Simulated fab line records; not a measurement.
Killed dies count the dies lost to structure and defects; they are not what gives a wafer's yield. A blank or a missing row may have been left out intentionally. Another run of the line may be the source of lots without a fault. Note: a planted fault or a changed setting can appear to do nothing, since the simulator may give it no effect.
Which tool is to blame? | flow nand-harc | Sampling: 6 lots, 18 wafers, 5 of 1302 route steps

WHAT THE GAUGES SHOWED, per wafer
NHARC_END_SORT_01.
lot  | measured     | on        | killed-at-array
L801 | day 25 11:44 | prober-01 | 50 41 52
L803 | day 25 16:31 | prober-02 | 23 21 29
L805 | day 25 22:43 | prober-02 | 64 79 79
L808 | day 27 16:46 | prober-02 | 55 53 60
L816 | day 31 11:29 | prober-01 | 46 40 37
L820 | day 32 18:08 | prober-01 | 36 42 37

TOOL THAT RAN EACH LOT (tool first, then ch and the chambers of the sampled wafers, then the start)
lot  | NHARC_P_GATE_STRIP_75                | NHARC_P_GATE_RTA_64              | NHARC_P_GATE_STRIP_67               | NHARC_P_GATE_RTA_82
L801 | plasma-asher-02 ch 0,1, day 6 02:01  | rtp-anneal-02 ch 0, day 6 06:24  | wet-bench-04 ch 1,3,4, day 6 07:11  | rtp-anneal-02 ch 0, day 6 07:28
L803 | plasma-asher-02 ch 0,1, day 6 15:16  | rtp-anneal-02 ch 0, day 6 19:45  | wet-bench-04 ch 1,5,6, day 6 20:31  | rtp-anneal-01 ch 0, day 6 20:49
L805 | plasma-asher-02 ch 0, day 7 14:25    | rtp-anneal-01 ch 0, day 7 18:44  | wet-bench-09 ch 2,4,6, day 7 19:34  | rtp-anneal-01 ch 0, day 7 19:52
L808 | plasma-asher-02 ch 0,1, day 8 18:35  | rtp-anneal-02 ch 0, day 8 22:56  | wet-bench-09 ch 1,2,4, day 8 23:44  | rtp-anneal-02 ch 0, day 8 23:59
L816 | plasma-asher-02 ch 0,1, day 12 07:05 | rtp-anneal-02 ch 0, day 12 11:23 | wet-bench-04 ch 1,2,5, day 12 12:11 | rtp-anneal-01 ch 0, day 12 12:27
L820 | plasma-asher-01 ch 0,1, day 13 21:25 | rtp-anneal-02 ch 0, day 14 01:36 | wet-bench-09 ch 1,5,7, day 14 02:25 | rtp-anneal-01 ch 0, day 14 02:40
- NHARC_P_GATE_STRIP_75: strips in O2.
- NHARC_P_GATE_RTA_64: time 1 s.
- NHARC_P_GATE_STRIP_67: strips in SPM, time 600 s.
- NHARC_P_GATE_RTA_82: time 30 s.

THE ANSWER, worked out from the rows above alone
Rule: the lots themselves supply what counts as usual. Put in order of their means at a reading, lots are off if they are a third of the lots or fewer, leave a main group of 4 or more, and stand apart from it by a gap of 3 or more times the standard deviation of the main group's means; of several such gaps the widest counts. Not used: any main group whose means are identical at the precision the tables above print for the reading. Also off: a lot with no number at a reading for which 4 or more lots have one. Any other lot the step has rows for is counted as sound.
Nothing can be told from this: no lot is off at any reading shown.

WHAT THE SIMULATOR HAD INSERTED
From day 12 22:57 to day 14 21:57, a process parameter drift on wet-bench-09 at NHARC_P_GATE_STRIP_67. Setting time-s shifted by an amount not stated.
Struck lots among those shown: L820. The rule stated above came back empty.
